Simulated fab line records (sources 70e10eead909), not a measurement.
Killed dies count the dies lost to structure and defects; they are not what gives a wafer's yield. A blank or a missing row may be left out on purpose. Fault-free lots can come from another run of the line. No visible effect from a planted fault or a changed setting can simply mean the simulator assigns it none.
Struck lot and sound lot, side by side -- flow nand-harc -- 15 out of 1302 route steps
Sound: the wafers L234.1, L234.2, L234.5. Struck: wafer L244.5 (L244.2, L244.4, from the same lot, were not struck and are left out); the cause is given at the end.
At each step with rows: each side's tool, then ch and its chambers, then its first start. Under that, the readings that differ: sound wafers -- struck wafers -- difference of the means -- sigmas: that difference in standard deviations of wafers without a fault.
alike: same words and numbers on both sides, and readings whose means sit less than 2 such deviations apart. not compared: any withheld reading, any reading some wafer has no value for, any bound like >300 that may hide the same value, and any number with overlapping values for which the record gives no deviation.
The two part at a step that has a row with sigmas, a row that says differs or no value, or rows on one side only. Numbers that have no deviation but don't overlap get no sigmas and don't part them. A reading that every wafer of one side lacks parts them only if that side has two wafers or more.

first, 6 steps without rows for these wafers: NHARC_A_CONTACT_COAT_63 (resist thk 90 nm); NHARC_A_CONTACT_SOFTBAKE_64 (time 55 s); NHARC_A_CONTACT_EBR_65; NHARC_A_CONTACT_EXPOSE_66 (exposes mask A CC 2); NHARC_A_CONTACT_PEB_67 (peb time 65 s); NHARC_A_CONTACT_DEVELOP_68 (develop time 35 s).
NHARC_A_CONTACT_CD_MEAS_69: target cd 300 nm.
  sound on cd-sem-03 ch 0, day 27 18:50; struck on cd-sem-02 ch 0, day 31 09:43
  alike: cd-nm
NHARC_A_CONTACT_OVL_MEAS_70:
  sound on overlay-02 at day 27 18:56; struck on overlay-02 at day 31 09:47
  alike: overlay-x-nm, overlay-y-nm
NHARC_A_CONTACT_INSPECT_71:
  sound on defect-inspect-01 at day 27 18:58; struck on defect-inspect-02 at day 31 09:50
  alike: raw-defect-count
NHARC_A_CONTACT_DESCUM_74: chemistry O2, time 3 s.
  sound on rie-diel-05 ch 2,3, day 27 19:06; struck on rie-diel-12 ch 2, day 31 09:55
  alike: drypump-motor-current-A, oes-product-au, rf-vpp-V, showerhead-plenum-p-Torr, throttle-valve-pct
  not compared: rf-hours-counter-h
NHARC_A_CONTACT_ETCH_75: etches the open film in CF4, target depth 39 nm, time 65 s.
  sound on rie-diel-05 ch 0,1,2, day 27 19:11; struck on rie-diel-12 ch 1, day 31 09:59
reading,sound,struck,difference,sigmas
drypump-motor-current-A (A),5.51 5.78 5.12,6.07,+0.60,+2
  alike: oes-product-au, rf-vpp-V, showerhead-plenum-p-Torr, throttle-valve-pct
  not compared: rf-hours-counter-h
NHARC_A_CONTACT_ETCH_76: etches the open film in N2/H2, target depth 260 nm, time 475.3 s.
  sound on rie-diel-05 ch 0,2,3; struck on rie-diel-12 ch 2
  alike: drypump-motor-current-A, n2-flow-sccm, oes-product-au, rf-vpp-V, showerhead-plenum-p-Torr, throttle-valve-pct
  not compared: rf-hours-counter-h
NHARC_A_CONTACT_ETCH_77: etches the open film in CF4/CHF3, target depth 108.9 nm, time 54.5 s.
  sound on rie-diel-05 ch 0,3, day 27 19:37; struck on rie-diel-12 ch 2, day 31 10:25
reading,sound,struck,difference,sigmas
oes-product-au (a.u.),0.945 0.969 0.971,0.802,-0.160,-7
  alike: drypump-motor-current-A, rf-vpp-V, showerhead-plenum-p-Torr, throttle-valve-pct
  not compared: rf-hours-counter-h
NHARC_A_CONTACT_ETCH_78: etches the open film in O2/COS, target depth 5300 nm, time 1378 s.
  sound on rie-diel-05 ch 0,1; struck on rie-diel-12 ch 2
  alike: drypump-motor-current-A, oes-product-au, rf-vpp-V, showerhead-plenum-p-Torr, throttle-valve-pct
  not compared: rf-hours-counter-h
-- record jumps: 3 days between struck wafers' starts before vs after; left off in module A_CONTACT, resumes in module END, first step shown is number 1302 of the route --
NHARC_END_SORT_01:
  sound on prober-01 ch 0, day 30 09:49; struck on prober-01 ch 0, day 34 00:49
reading,sound,struck,difference,sigmas
killed-at-array,78 62 46,566,+504,+30
killed-dies,80 62 50,570,+506,+30
  alike: killed-at-other, killed-at-periphery, killed-open, killed-short

WHERE THEY PART
Last at NHARC_END_SORT_01 as far as this record goes, first at NHARC_A_CONTACT_ETCH_75.

WHY: what had been put in by the simulator
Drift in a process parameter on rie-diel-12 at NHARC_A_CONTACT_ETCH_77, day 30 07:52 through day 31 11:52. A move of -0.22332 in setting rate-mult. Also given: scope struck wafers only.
